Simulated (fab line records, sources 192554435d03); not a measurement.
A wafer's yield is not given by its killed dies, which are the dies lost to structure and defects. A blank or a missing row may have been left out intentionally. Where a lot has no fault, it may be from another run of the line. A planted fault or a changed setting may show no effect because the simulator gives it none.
Split-lot experiment	flow n5_finfet	on a route of 1938 steps: 7 lots, 21 wafers read

ABOUT THE SPLIT
At N5_BEOL_M5_HM_DEP_02 (deposits TiN, target thk 20 nm), the setting target_thk_a was moved away from the recipe's 200 angstrom on 6 of the 21 wafers read, by -9.1% to +10.2%. This setting was run at the recipe's value on the other wafers.

FROM THE SPLIT TO THE READING: what the file shows between them, 4 steps
- N5_BEOL_M5_COAT_59: time 60 s, resist thk 60 nm
- N5_BEOL_M5_COAT_60: time 60 s, resist thk 12 nm
- N5_BEOL_M5_STRIP_73: strips in N2/H2
- N5_BEOL_M5_STRIP_64: strips in CF4

THE READING
etch.depth_nm (the simulator's own value, which no gauge read), in nm, at N5_BEOL_M5_HM_OPEN_17 (chemistry Cl2/BCl3, target TiN, target depth 20 nm, overetch 6 nm). The file does not state a usual value for it. Here, 15 wafers ran the recipe; their average is 19.96 nm with a standard deviation of 0.12 nm.

wafer	tool, chamber at the split	target_thk_a as run, angstrom	against the recipe	etch.depth_nm, nm	against lot-mates on the recipe
L074.3	pvd_sputter-01, -	200	recipe	19.92	-
L074.5	pvd_sputter-01, -	200	recipe	20.16	-
L074.6	pvd_sputter-01, -	220.3	+10.2%	22.18	+2.14
L076.2	pvd_sputter-01, -	200	recipe	19.84	-
L076.4	pvd_sputter-01, -	200	recipe	19.74	-
L076.5	pvd_sputter-01, -	216.8	+8.4%	21.37	+1.58
L087.1	pvd_sputter-02, -	188.6	-5.7%	18.79	-1.13
L087.5	pvd_sputter-02, -	188.6	-5.7%	18.87	-1.05
L087.6	pvd_sputter-02, -	200	recipe	19.92	-
L088.1	pvd_sputter-01, -	200	recipe	19.96	-
L088.6	pvd_sputter-01, -	200	recipe	19.96	-
L088.3	pvd_sputter-01, -	200	recipe	19.94	-
L090.3	pvd_sputter-03, -	200	recipe	20.03	-
L090.4	pvd_sputter-03, -	200	recipe	19.96	-
L090.6	pvd_sputter-03, -	200	recipe	20.05	-
L092.3	pvd_sputter-03, -	181.8	-9.1%	18.01	-1.75
L092.5	pvd_sputter-03, -	200	recipe	19.76	-
L092.6	pvd_sputter-03, -	181.8	-9.1%	17.96	-1.80
L091.2	pvd_sputter-03, -	200	recipe	20.07	-
L091.3	pvd_sputter-03, -	200	recipe	20	-
L091.5	pvd_sputter-03, -	200	recipe	20.15	-

FIT RESULTS
A straight line over all 21 wafers: etch.depth_nm changes by +0.206 nm for each +1% of target_thk_a; r = +0.99; the points scatter about the line by 0.14 nm.
The same after taking each lot's own level away (the mean of its wafers on the recipe; 21 wafers): +0.197 nm for each +1%; r = +1.00; scatter 0.065 nm.
On that fit, the largest move of target_thk_a shifts the reading by 2 nm.
The span of the lots' own levels, 19.760 to 20.073 nm, comes to 2.7 times the standard deviation stated above.
The two slopes agree, so the slope changes little with the lot-to-lot level.
Check: +1.95 nm against its lot-mates is what the line predicts for one of the wafers moved furthest among these (+10.2%) when that wafer is left out of the fit. Against them it came out at +2.14 nm.

ADDITIONAL SPLITS CARRIED BY THESE WAFERS
Other splits were also applied to these wafers ahead of the reading. Each is held against what the fit with the lots' levels taken away leaves over:
other split on the same wafers	wafers away from the commonest value	r with etch.depth_nm (lot level and that fit taken away)
N5_BEOL_M4_COAT_76 spin_rpm	7	-0.41

THE WHOLE CHAIN: every reading that the file lists as answering this split, in the file's order
step	what it does	reading	change (the file's fit)	r (the file's)
N5_BEOL_M5_HM_DEP_02	deposits TiN, target thk 20 nm	TiN_of_BEOL_M5_HM_DEP_02.thk_nm (the simulator's own value, which no gauge read)	+0.201 nm for each +1% of the setting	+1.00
N5_BEOL_M5_HM_OPEN_17	chemistry Cl2/BCl3, target TiN, target depth 20 nm, overetch 6 nm	etch.depth_nm (the simulator's own value, which no gauge read)	+0.198 nm for each +1% of the setting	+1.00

FILE'S OWN FIT
etch.depth_nm changes by +0.198 nm for each +1% of target_thk_a, r = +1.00.
